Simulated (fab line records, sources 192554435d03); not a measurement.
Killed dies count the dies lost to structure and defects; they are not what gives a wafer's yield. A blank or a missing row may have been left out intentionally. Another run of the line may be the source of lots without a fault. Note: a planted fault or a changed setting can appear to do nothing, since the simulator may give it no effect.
fab line records	flow n5-finfet
record lots=7	wafers=21
route steps=1938 shown BEOL_M7@1273 BEOL_M8@1359 BEOL_M9@1440
start-h: hours from the record's first day to the start of the lot's first wafer shown	wait-h: hours from the lot's prior step to this one	" unchanged from the row above	L1.1+2: a row that stands for several wafers	- no value present, or no start provided	* or withheld: withheld	< > ~ a bound
route shown NAME@n: a module of which the file shows steps, and the number in the route of the first	usual: mean and standard deviation over wafers with no fault	same: alike in all rows	chamber/n: place in a boat	sites: readings site by site	_std_site: standard deviation of those values	_edge_site: the outer-site mean with the inner-site mean subtracted	radius-mm: for every site, how far away it sits from the centre of the wafer	mask NAME#n: copy n	behind: the last tool/chamber to shape the wafer	hold: the reason the lot was held/the length of the hold in hours/how it ended	device: names the non-switching transistor (n, p or np)	end of line: tests of these same wafers at the route's end	for a step that has no rows: nothing shown but its recipe	killed: not the wafer's yield, but the dies lost to structure and defects at the first sort	map: per-die view of a wafer (x killed, . not killed, _ where there is no die)
set.NAME: setting as actually run; set.NAME@STEP: the setting as run at that earlier step	model.NAME: the simulator's own value behind a step, which no gauge read
one table per step and one row per wafer, for lots whose settings were changed on purpose
## steps
# step N5_BEOL_M7_EXPOSE_08
# recipe mask-id=M7	na=1.35	source-shape=dipole	sigma-inner=0.817	sigma-outer=0.97	polarization=te	dose-mj=68.25
lot.wafer	tool	chamber	start-h	wait-h	mask	set.dose-mj
L074.1+3+5	arfi-scanner-01	0	215.38	-	M7#0	68.25
L076.2	arfi-scanner-01	0	219.68	-	M7#0	71.96
L076.3+5	"	0	"	"	M7#0	68.25
L082.4	arfi-scanner-01	0	236.77	-	M7#0	72.32
L082.5+6	"	0	"	"	M7#0	68.25
L083.1+5	arfi-scanner-02	0	255.15	-	M7#0	72.39
L083.3	"	0	"	"	M7#0	68.25
L084.2	arfi-scanner-02	0	279.58	-	M7#0	66.35
L084.3+4	"	0	"	"	M7#0	68.25
L088.1+2+3	arfi-scanner-02	0	289.59	-	M7#0	68.25
L090.1+4	arfi-scanner-02	0	302.18	-	M7#0	68.25
L090.2	"	0	"	"	M7#0	73.2
# step N5_BEOL_M7_PEB_09
# recipe peb-temp-c=withheld	peb-time-s=60	resist=CAR-ArF
# step N5_BEOL_M7_DEVELOP_10
# recipe develop-time-s=30	developer=TMAH	resist=CAR-ArF	rinse-liquid=diw	dry=air-spin	dev-temp-c=23
# step N5_BEOL_M7_CD_MEAS_11
# recipe target-cd-nm=38.5	landing-energy-ev=500	detector=se-inlens	polarity=opening
# usual cd-nm=38.7/0.47
lot.wafer	tool	chamber	start-h	wait-h	set.dose-mj@BEOL_M7_EXPOSE_08	cd-nm
L074.1	cd-sem-03	0	215.51	-	68.25	38.8
L074.3	"	0	"	"	68.25	39.2
L074.5	"	0	"	"	68.25	38.6
L076.2	cd-sem-02	0	219.80	-	71.96	42.1
L076.3	"	0	"	"	68.25	38.3
L076.5	"	0	"	"	68.25	39.0
L082.4	cd-sem-01	0	236.88	-	72.32	41.9
L082.5	"	0	"	"	68.25	38.6
L082.6	"	0	"	"	68.25	39.0
L083.1	cd-sem-01	0	255.27	-	72.39	42.3
L083.3	"	0	"	"	68.25	38.2
L083.5	"	0	"	"	72.39	42.5
L084.2	cd-sem-03	0	279.70	-	66.35	37.6
L084.3	"	0	"	"	68.25	38.8
L084.4	"	0	"	"	68.25	39.3
L088.1	cd-sem-02	0	289.72	-	68.25	38.2
L088.2	"	0	"	"	68.25	38.2
L088.3	"	0	"	"	68.25	38.5
L090.1	cd-sem-03	0	302.31	-	68.25	38.5
L090.2	"	0	"	"	73.2	42.1
L090.4	"	0	"	"	68.25	37.9
# step N5_BEOL_M7_DESCUM_16
# recipe chemistry=O2	time-s=7.9	source-power-w=50	bias-power-w=20	pressure-mtorr=20	rf-frequency-hz=2.712e+07	temp-c=40	resist=CAR-ArF	o2-flow-sccm=225
# step N5_BEOL_M7_ETCH_61
# recipe chemistry=CF4	target=SiARC	target-depth-a=455	mask-material=CAR-ArF	time-s=75.8	ion-energy-ev=80	pressure-mtorr=40	source-w=545	bias-w=36	Ar_flow_sccm=100	cf4-flow-sccm=100	ends=cleared
lot.wafer	tool	chamber	start-h	wait-h	set.dose-mj@BEOL_M7_EXPOSE_08	model.BEOL_M7.cd-offset-nm
L074.1	rie-diel-04	2	215.64	0.0	68.25	0.2
L074.3	"	0	"	"	68.25	0.4
L074.5	"	2	"	"	68.25	0
L076.2	rie-diel-04	1	219.92	0.0	71.96	3.6
L076.3	"	2	"	"	68.25	-0.2
L076.5	"	2	"	"	68.25	0.4
L082.4	rie-diel-02	3	237.02	0.0	72.32	3.6
L082.5	"	0	"	"	68.25	0.2
L082.6	"	3	"	"	68.25	0.6
L083.1	rie-diel-03	1	255.40	0.0	72.39	3.8
L083.3	"	3	"	"	68.25	-0.4
L083.5	"	3	"	"	72.39	3.6
L084.2	rie-diel-04	1	279.82	0.0	66.35	-0.6
L084.3	"	3	"	"	68.25	0.4
L084.4	"	0	"	"	68.25	0.6
L088.1	rie-diel-03	2	289.84	0.0	68.25	-0.4
L088.2	"	1	"	"	68.25	0.2
L088.3	"	3	"	"	68.25	-0.2
L090.1	rie-diel-04	2	302.65	0.0	68.25	-0.2
L090.2	"	1	"	"	73.2	3.6
L090.4	"	3	"	"	68.25	-0.6
# step N5_BEOL_M7_ETCH_62
# recipe chemistry=N2/H2	target=SOC	target-depth-a=1100	overetch-a=220	mask-material=SiARC	temp-c=40	time-s=165	ion-energy-ev=200	pressure-mtorr=30	source-w=840	bias-w=150	n2-flow-sccm=200	h2-flow-sccm=200
lot.wafer	tool	chamber	start-h	wait-h	set.dose-mj@BEOL_M7_EXPOSE_08	model.BEOL_M7.cd-offset-nm
L074.1	rie-diel-04	2	215.69	0.0	68.25	0.2
L074.3	"	0	"	"	68.25	0.6
L074.5	"	2	"	"	68.25	-0.2
L076.2	rie-diel-04	1	219.98	0.0	71.96	4
L076.3	"	2	"	"	68.25	-0.2
L076.5	"	2	"	"	68.25	0.2
L082.4	rie-diel-02	3	237.07	0.0	72.32	3.6
L082.5	"	0	"	"	68.25	0
L082.6	"	3	"	"	68.25	0.8
L083.1	rie-diel-03	1	255.45	0.0	72.39	4.2
L083.3	"	3	"	"	68.25	-0.4
L083.5	"	3	"	"	72.39	3.2
L084.2	rie-diel-04	1	279.88	0.0	66.35	-0.6
L084.3	"	3	"	"	68.25	0.4
L084.4	"	0	"	"	68.25	0.8
L088.1	rie-diel-03	2	289.90	0.0	68.25	-0.2
L088.2	"	1	"	"	68.25	0.4
L088.3	"	3	"	"	68.25	0
L090.1	rie-diel-04	2	302.70	0.0	68.25	-0.2
L090.2	"	1	"	"	73.2	4
L090.4	"	3	"	"	68.25	-0.8
# step N5_BEOL_M7_STRIP_68
# recipe chemistry=N2/H2	temp-c=40	n2-flow-sccm=200	h2-flow-sccm=200	rf-frequency-hz=6e+07
# step N5_BEOL_M7_STRIP_67
# recipe chemistry=CF4	resist=SiARC	power-w=300	bias-power-w=75	pressure-mtorr=50	cf4-flow-sccm=150	rf-frequency-hz=6e+07
# step N5_BEOL_M7_HM_OPEN_17
# recipe chemistry=Cl2/BCl3	target-depth-a=200	overetch-a=60	target=TiN	mask-material=SOC	ion-energy-ev=150	pressure-mtorr=10	icp-w=1000	bias-w=126	Cl2_flow_sccm=53.25	bcl3-flow-sccm=21.75	Ar_flow_sccm=25
# step N5_BEOL_M7_STRIP_19
# recipe chemistry=O2	power-w=400	temp-c=40	pressure-mtorr=30	rf-frequency-hz=6e+07	bias-power-w=0	overash-fraction=0.2	o2-flow-sccm=225
# step N5_BEOL_M7_CD_MEAS_18
# recipe pitch-nm=80	target-cd-nm=40
# usual cd-nm=40.3/0.62
lot.wafer	tool	chamber	start-h	wait-h	set.dose-mj@BEOL_M7_EXPOSE_08	cd-nm
L074.1	cd-sem-02	-	216.06	0.0	68.25	39.9
L074.3	"	-	"	"	68.25	40.7
L074.5	"	-	"	"	68.25	39.4
L076.2	cd-sem-02	-	220.35	0.1	71.96	44.2
L076.3	"	-	"	"	68.25	39.4
L076.5	"	-	"	"	68.25	40.0
L082.4	cd-sem-02	-	237.45	0.1	72.32	43.6
L082.5	"	-	"	"	68.25	39.7
L082.6	"	-	"	"	68.25	41.2
L083.1	cd-sem-03	-	255.90	0.0	72.39	44.3
L083.3	"	-	"	"	68.25	39.9
L083.5	"	-	"	"	72.39	43.3
L084.2	cd-sem-02	-	280.25	0.1	66.35	39.5
L084.3	"	-	"	"	68.25	40.4
L084.4	"	-	"	"	68.25	40.9
L088.1	cd-sem-02	-	290.27	0.0	68.25	39.8
L088.2	"	-	"	"	68.25	40.5
L088.3	"	-	"	"	68.25	39.8
L090.1	cd-sem-02	-	303.07	0.0	68.25	40.0
L090.2	"	-	"	"	73.2	44.2
L090.4	"	-	"	"	68.25	39.0
# step N5_BEOL_M7_TRENCH_ETCH_37
# recipe chemistry=C4F6/O2	target-depth-a=934.78	target=SiCOH_lowk	time-s=31.2	ion-energy-ev=250	pressure-mtorr=30	source-w=345	bias-w=185	Ar_flow_sccm=300	C4F6_flow_sccm=10	O2_flow_sccm=10
# usual rf-vpp-V=661/11
lot.wafer	tool	chamber	start-h	wait-h	set.source-w	rf-vpp-V
L074.1	rie-diel-03	0	-	-	345	665
L074.3	"	2	"	"	345	657
L074.5	"	1	"	"	345	642
L076.2	rie-diel-04	0	-	-	345	673
L076.3	"	2	"	"	345	655
L076.5	"	3	"	"	300.4	712
L082.4	rie-diel-04	1	-	-	345	653
L082.5	"	2	"	"	365	637
L082.6	"	3	"	"	365	643
L083.1	rie-diel-04	2	-	-	378.2	624
L083.3	"	3	"	"	345	665
L083.5	"	0	"	"	345	673
L084.2	rie-diel-02	1	-	-	345	656
L084.3	"	3	"	"	345	687
L084.4	"	3	"	"	303.4	734
L088.1	rie-diel-04	1	-	-	404.6	604
L088.2	"	0	"	"	345	673
L088.3	"	3	"	"	404.6	610
L090.1	rie-diel-04	1	-	-	345	653
L090.2	"	3	"	"	405.8	612
L090.4	"	0	"	"	405.8	621
# step N5_BEOL_M7_ETCH_41
# recipe chemistry=CH3F/O2	target=SiCN	target-depth-a=319	taper-deg=2	time-s=57.8	ion-energy-ev=120	mask-material=TiN	pressure-mtorr=30	source-w=395	bias-w=75	Ar_flow_sccm=150	CH3F_flow_sccm=30	O2_flow_sccm=20
# usual rf-vpp-V=296.7/1.8
lot.wafer	tool	chamber	start-h	wait-h	set.bias-w	rf-vpp-V
L074.1	rie-diel-03	0	-	-	75	297.7
L074.3	"	2	"	"	75	299.6
L074.5	"	1	"	"	75	297.8
L076.2	rie-diel-04	0	-	-	75	294.2
L076.3	"	2	"	"	75	297.6
L076.5	"	3	"	"	69.16	282.6
L082.4	rie-diel-04	1	-	-	71	288.9
L082.5	"	2	"	"	75	298.0
L082.6	"	3	"	"	71	287.2
L083.1	rie-diel-04	2	-	-	75	299.2
L083.3	"	3	"	"	83.63	317.0
L083.5	"	0	"	"	83.63	314.8
L084.2	rie-diel-02	1	-	-	75	296.2
L084.3	"	3	"	"	75	298.0
L084.4	"	3	"	"	75	297.0
L088.1	rie-diel-04	1	-	-	75	298.0
L088.2	"	0	"	"	75	294.5
L088.3	"	3	"	"	75	295.1
L090.1	rie-diel-04	1	-	-	83.49	318.8
L090.2	"	3	"	"	83.49	315.2
L090.4	"	0	"	"	75	295.6
# step N5_BEOL_M7_STRIP_80
# recipe chemistry=N2/H2	time-s=10	power-w=450	temp-c=40	pressure-mtorr=20	rf-frequency-hz=6e+07	bias-power-w=7	n2-flow-sccm=200	h2-flow-sccm=200
# step N5_BEOL_M7_PRECLEAN_42
# recipe chemistry=residue-remover	time-s=60	temp-c=40
# step N5_BEOL_M7_SRD_43
# recipe time-s=30	temp-c=23	rinse-liquid=diw	dry=ipa-marangoni
# step N5_BEOL_M7_CD_MEAS_35
# recipe target-cd-nm=40	polarity=opening
# usual cd-nm=40.3/0.66
lot.wafer	tool	chamber	start-h	wait-h	set.dose-mj@BEOL_M7_EXPOSE_08	cd-nm
L074.1	cd-sem-01	-	219.78	0.0	68.25	39.7
L074.3	"	-	"	"	68.25	40.6
L074.5	"	-	"	"	68.25	39.5
L076.2	cd-sem-01	-	222.75	0.0	71.96	44.0
L076.3	"	-	"	"	68.25	39.8
L076.5	"	-	"	"	68.25	40.0
L082.4	cd-sem-01	-	238.46	0.0	72.32	43.5
L082.5	"	-	"	"	68.25	40.2
L082.6	"	-	"	"	68.25	40.7
L083.1	cd-sem-01	-	256.95	0.0	72.39	44.4
L083.3	"	-	"	"	68.25	39.6
L083.5	"	-	"	"	72.39	43.3
L084.2	cd-sem-02	-	285.10	0.0	66.35	39.6
L084.3	"	-	"	"	68.25	40.5
L084.4	"	-	"	"	68.25	41.0
L088.1	cd-sem-01	-	292.62	0.0	68.25	40.3
L088.2	"	-	"	"	68.25	40.1
L088.3	"	-	"	"	68.25	39.9
L090.1	cd-sem-02	-	305.64	0.0	68.25	39.7
L090.2	"	-	"	"	73.2	44.3
L090.4	"	-	"	"	68.25	39.7
# step N5_BEOL_M8_COAT_22
# recipe resist=CAR-EUV	spin-rpm=1500	resist-thk-nm=30
lot.wafer	tool	chamber	start-h	wait-h	set.spin-rpm	model.CAR-EUV_of_BEOL_M8_COAT_22.thk-nm
L074.1+3+5	litho-track-03	0	-	-	1500	30
L076.2+5	litho-track-03	0	-	-	1617	29
L076.3	"	0	"	"	1617	28.8
L082.4+5	litho-track-01	0	-	-	1500	30
L082.6	"	0	"	"	1407	31
L083.1+3	litho-track-04	0	-	-	1594	29.2
L083.5	"	0	"	"	1500	30.2
L084.2	litho-track-01	0	-	-	1500	29.8
L084.3+4	"	0	"	"	1413	30.8
L088.1	litho-track-03	0	-	-	1500	30
L088.2	"	0	"	"	1615	29
L088.3	"	0	"	"	1615	28.8
L090.1+4	litho-track-01	0	-	-	1500	30
L090.2	"	0	"	"	1426	30.8
# step N5_BEOL_M8_EBR_24
# recipe solvent=PGMEA	ebr-width-mm=1.5
# step N5_BEOL_M8_SOFTBAKE_23
# recipe temp-c=110	time-s=60	resist=CAR-EUV
# step N5_BEOL_M8_DESCUM_33
# recipe chemistry=O2	time-s=7	source-power-w=50	bias-power-w=20	pressure-mtorr=20	rf-frequency-hz=2.712e+07	temp-c=40	resist=CAR-EUV	o2-flow-sccm=225
lot.wafer	tool	chamber	start-h	wait-h	set.spin-rpm@BEOL_M8_COAT_22	model.CAR-EUV_of_BEOL_M8_COAT_22.thk-nm
L074.1+3	rie-diel-01	2,0	228.37	0.0	1500	26
L074.5	"	3	"	"	1500	26.2
L076.2+3+5	rie-diel-05	3,0,0	228.70	0.0	1617	25
L082.4+5	rie-diel-01	3,0	246.35	0.0	1500	26
L082.6	"	3	"	"	1407	27
L083.1+3	rie-diel-06	2,1	270.60	0.0	1594	25.2
L083.5	"	3	"	"	1500	26.2
L084.2	rie-diel-06	0	291.73	0.0	1500	26
L084.3+4	"	2,3	"	"	1413	26.8
L088.1	rie-diel-01	2	299.75	0.5	1500	26
L088.2+3	"	0,3	"	"	1615	25
L090.1+4	rie-diel-01	3,2	311.88	0.1	1500	26
L090.2	"	0	"	"	1426	26.8
# step N5_BEOL_M8_ETCH_72
# recipe chemistry=N2/H2	target=underlayer	target-depth-a=65	mask-material=CAR-EUV	time-s=5.2	ion-energy-ev=200	pressure-mtorr=30	source-w=840	bias-w=150	n2-flow-sccm=200	h2-flow-sccm=200	ends=cleared
lot.wafer	tool	chamber	start-h	wait-h	set.spin-rpm@BEOL_M8_COAT_22	model.CAR-EUV_of_BEOL_M8_COAT_22.thk-nm
L074.1+5	rie-diel-01	2,3	228.41	0.0	1500	20.4
L074.3	"	0	"	"	1500	20.2
L076.2+3+5	rie-diel-05	3,0,0	228.73	0.0	1617	19.2
L082.4	rie-diel-01	3	246.38	0.0	1500	20.4
L082.5	"	0	"	"	1500	20.2
L082.6	"	3	"	"	1407	21.4
L083.1	rie-diel-06	2	270.63	0.0	1594	19.6
L083.3	"	1	"	"	1594	19.4
L083.5	"	3	"	"	1500	20.6
L084.2	rie-diel-06	0	291.76	0.0	1500	20.2
L084.3+4	"	2,3	"	"	1413	21.2
L088.1	rie-diel-01	2	299.79	0.0	1500	20.4
L088.2+3	"	0,3	"	"	1615	19.2
L090.1	rie-diel-01	3	311.92	0.0	1500	20.2
L090.2	"	0	"	"	1426	21
L090.4	"	2	"	"	1500	20.4
# step N5_BEOL_M9_ETCH_66
# recipe chemistry=N2/H2	target=SOC	target-depth-a=800	overetch-a=160	mask-material=SiARC	temp-c=40	time-s=120	ion-energy-ev=200	pressure-mtorr=30	source-w=840	bias-w=150	n2-flow-sccm=200	h2-flow-sccm=200
lot.wafer	tool	chamber	start-h	wait-h	set.time-s	model.SiARC_of_BEOL_M9_COAT_64.thk-nm
L076.2	rie-diel-04	3	235.43	0.0	120	6.2
L076.3+5	"	1	"	"	94.17	7.4
L074.1+5	rie-diel-03	2,3	235.51	0.0	120	6.6
L074.3	"	1	"	"	120	6.4
L082.4+6	rie-diel-03	3,2	254.84	0.0	120	6.6
L082.5	"	1	"	"	120	6.4
L083.1+3+5	rie-diel-02	1,3,1	280.54	0.0	120	6.4
L084.2	rie-diel-02	1	300.00	0.0	120	6.6
L084.3	"	3	"	"	97.28	7.4
L084.4	"	2	"	"	120	6.2
L088.1+2+3	rie-diel-03	1,0,3	308.89	0.0	137.6	5.6
L090.1	rie-diel-03	2	319.00	0.0	106.8	7.2
L090.2	"	3	"	"	120	6.6
L090.4	"	1	"	"	120	6.4
## key
split step=N5_BEOL_M7_EXPOSE_08	setting=dose-mj	stated=68.25	by=wafer
response step=N5_BEOL_M7_CD_MEAS_11	reading=cd-nm	change=+0.586	per=1%	r=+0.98
response step=N5_BEOL_M7_ETCH_61	reading=model.BEOL_M7.cd-offset-nm	change=+0.586	per=1%	r=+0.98
response step=N5_BEOL_M7_ETCH_62	reading=model.BEOL_M7.cd-offset-nm	change=+0.627	per=1%	r=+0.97
response step=N5_BEOL_M7_CD_MEAS_18	reading=cd-nm	change=+0.645	per=1%	r=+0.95
response step=N5_BEOL_M7_CD_MEAS_35	reading=cd-nm	change=+0.64	per=1%	r=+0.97
split step=N5_BEOL_M7_TRENCH_ETCH_37	setting=source-w	stated=345	by=wafer
response step=N5_BEOL_M7_TRENCH_ETCH_37	reading=rf-vpp-V	change=-3.5	per=1%	r=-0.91
split step=N5_BEOL_M7_ETCH_41	setting=bias-w	stated=75	by=wafer
response step=N5_BEOL_M7_ETCH_41	reading=rf-vpp-V	change=+1.69	per=1%	r=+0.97
split step=N5_BEOL_M8_COAT_22	setting=spin-rpm	stated=1500	by=wafer
response step=N5_BEOL_M8_COAT_22	reading=model.CAR-EUV_of_BEOL_M8_COAT_22.thk-nm	change=-0.158	per=1%	r=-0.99
response step=N5_BEOL_M8_DESCUM_33	reading=model.CAR-EUV_of_BEOL_M8_COAT_22.thk-nm	change=-0.148	per=1%	r=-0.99
response step=N5_BEOL_M8_ETCH_72	reading=model.CAR-EUV_of_BEOL_M8_COAT_22.thk-nm	change=-0.165	per=1%	r=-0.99
split step=N5_BEOL_M9_ETCH_66	setting=time-s	stated=120	by=wafer
response step=N5_BEOL_M9_ETCH_66	reading=model.SiARC_of_BEOL_M9_COAT_64.thk-nm	change=-0.0556	per=1%	r=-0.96
